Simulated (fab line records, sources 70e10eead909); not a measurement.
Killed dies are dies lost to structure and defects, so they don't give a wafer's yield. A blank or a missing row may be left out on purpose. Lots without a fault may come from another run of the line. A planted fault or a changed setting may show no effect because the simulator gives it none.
Chamber matching | flow nand_harc | NHARC_P_BONDPAD_DESCUM_11 on rie_diel-08: 4 sister chambers
The step chemistry O2, time 3 s. 18 wafers are shown with their chamber, then 9 later ones without.

WAFERS WITH THEIR CHAMBER
wafer  | chamber | showerhead_plenum_p_Torr (Torr) | drypump_motor_current_A (A) | throttle_valve_pct (%)
L079.1 | 3       | 1.98                            | 5.8                         | 11.324
L079.4 | 0       | 1.81                            | 5.4                         | 11.317
L079.5 | 2       | 1.82                            | 5.6                         | 11.318
L083.1 | 0       | 1.81                            | 5.4                         | 11.309
L083.2 | 1       | 1.85                            | 6.0                         | 11.320
L083.6 | 3       | 1.98                            | 5.8                         | 11.313
L089.2 | 0       | 1.80                            | 5.4                         | 11.313
L089.3 | 3       | 1.98                            | 5.8                         | 11.330
L089.5 | 3       | 1.98                            | 5.8                         | 11.321
L090.1 | 0       | 1.80                            | 5.4                         | 11.293
L090.2 | 1       | 1.85                            | 6.0                         | 11.321
L090.5 | 1       | 1.85                            | 6.0                         | 11.317
L092.1 | 2       | 1.82                            | 5.7                         | 11.319
L092.2 | 3       | 1.97                            | 5.8                         | 11.320
L092.3 | 0       | 1.80                            | 5.4                         | 11.294
L093.1 | 2       | 1.82                            | 5.7                         | 11.305
L093.4 | 1       | 1.85                            | 6.0                         | 11.321
L093.6 | 3       | 1.97                            | 5.8                         | 11.310

SIGNATURES (means of the wafers above)
reading                  | chamber 0 | chamber 1 | chamber 2 | chamber 3 | scatter within a chamber
showerhead_plenum_p_Torr | 1.8040    | 1.8500    | 1.8200    | 1.9767    | 0.00425
drypump_motor_current_A  | 5.400     | 6.000     | 5.667     | 5.800     | 0.0218
throttle_valve_pct       | 11.30520  | 11.31975  | 11.31400  | 11.31967  | 0.00796
Rule: a wafer's distance from a chamber is the root of the sum, over the readings, of the square of ((its reading less the chamber's mean) divided by the reading's scatter). The wafer belongs to the nearest chamber; if the next one is less than 2 further off, it can't be placed. The scatter: the root of (the sum of the squares of (reading less its chamber's mean) over the shown wafers, divided by (wafers less chambers)).

WAFERS WITHOUT THEIR CHAMBER
wafer  | showerhead_plenum_p_Torr (Torr) | drypump_motor_current_A (A) | throttle_valve_pct (%)
L095.2 | 1.85                            | 6.0                         | 11.306
L095.4 | 1.80                            | 5.4                         | 11.323
L095.6 | 1.82                            | 5.6                         | 11.299
L096.2 | 1.82                            | 5.6                         | 11.320
L096.4 | 1.97                            | 5.8                         | 11.307
L096.6 | 1.85                            | 6.0                         | 11.305
L097.4 | 1.82                            | 5.6                         | 11.315
L097.5 | 1.97                            | 5.8                         | 11.314
L097.6 | 1.82                            | 5.6                         | 11.304

WHICH CHAMBER EACH WENT THROUGH
wafer  | from the rows above | in truth
L095.2 | 1                   | 1
L095.4 | 0                   | 0
L095.6 | 2                   | 2
L096.2 | 2                   | 2
L096.4 | 3                   | 3
L096.6 | 1                   | 1
L097.4 | 2                   | 2
L097.5 | 3                   | 3
L097.6 | 2                   | 2
Placed correctly: 9 of 9. Can't be placed from these rows: 0. Placed wrongly: 0.
